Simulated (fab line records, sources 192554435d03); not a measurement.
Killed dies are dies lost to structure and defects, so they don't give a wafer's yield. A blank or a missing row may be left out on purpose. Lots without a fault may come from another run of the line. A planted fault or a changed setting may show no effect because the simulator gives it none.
One fault seen from 2 desks | flow n5_finfet | each desk has only its own numbers; what lay behind them comes last

THE TOOL OWNER'S DESK: pvd_sputter-01
The tool's own readings at N5_MIM_TOP_SPUTTER_03 (material TiN, target thk 35 nm, time 89.7 s): means of the sampled wafers that have a number, for each lot that ran on this tool. A lot is out of limits, marked OUT, if its mean lies more than 4 standard deviations from the usual mean; the brackets give that distance.
Columns: A = throttle_valve_pct at N5_MIM_TOP_SPUTTER_03, usual 30.5 %
lot  | first seen here | A
L810 | day 13 21:29    | 31.2
L815 | day 14 12:29    | 31.3
L817 | day 14 20:32    | 30.7
L826 | day 17 19:41    | 31.2
L825 | day 18 03:41    | 30.7
L827 | day 18 20:38    | 30.9
This desk's finding: nothing out of limits on any of the 6 lots.

THE METROLOGY DESK
What the gauges read, lot by lot, whatever tool the lot ran on: means of the sampled wafers that have a number. A lot is out of limits, marked OUT, if its mean lies more than 4 standard deviations from the usual mean; the brackets give that distance. Of its 10 readings 7 are shown: those that lie furthest out on some lot.
Columns: A = DIBL_N at N5_BEOL_M4_RC_MEAS_101, usual 37.2 mV/V; B = DIBL_P at N5_BEOL_M4_RC_MEAS_101, usual 37.3 mV/V; C = IOFF_P at N5_BEOL_M4_RC_MEAS_101, usual 0.24 nA/um; D = ION_N at N5_BEOL_M4_RC_MEAS_101, usual 680 uA/um; E = ION_P at N5_BEOL_M4_RC_MEAS_101, usual 466 uA/um; F = VT_N at N5_BEOL_M4_RC_MEAS_101, usual 249 mV; G = VT_P at N5_BEOL_M4_RC_MEAS_101, usual -248 mV
lot  | first seen here | A    | B    | C    | D   | E   | F   | G
L808 | day 8 14:06     | 38.1 | 38.3 | 0.24 | 692 | 464 | 247 | -249
L809 | day 9 01:14     | 39.1 | 39.6 | 0.27 | 702 | 474 | 244 | -247
L810 | day 9 10:15     | 36.9 | 34.5 | 0.18 | 662 | 455 | 252 | -253
L812 | day 9 18:03     | 35.2 | 35.0 | 0.21 | 672 | 464 | 251 | -249
L815 | day 10 12:20    | 34.9 | 35.6 | 0.25 | 681 | 475 | 249 | -243
L817 | day 10 13:31    | 40.5 | 38.5 | 0.26 | 690 | 466 | 245 | -246
L825 | day 13 20:59    | 37.6 | 36.8 | 0.21 | 670 | 457 | 255 | -253
L826 | day 14 01:07    | 37.2 | 35.7 | 0.21 | 680 | 467 | 249 | -249
L824 | day 14 04:46    | 36.1 | 38.5 | 0.25 | 683 | 474 | 248 | -247
L827 | day 14 21:18    | 36.8 | 37.8 | 0.23 | 691 | 466 | 246 | -250
This desk's finding: nothing out of limits on any of the 10 lots.

PUT TOGETHER
The tool owner's desk saw nothing out of limits.
The metrology desk saw nothing out of limits.

WHAT THE SIMULATOR HAD PUT IN
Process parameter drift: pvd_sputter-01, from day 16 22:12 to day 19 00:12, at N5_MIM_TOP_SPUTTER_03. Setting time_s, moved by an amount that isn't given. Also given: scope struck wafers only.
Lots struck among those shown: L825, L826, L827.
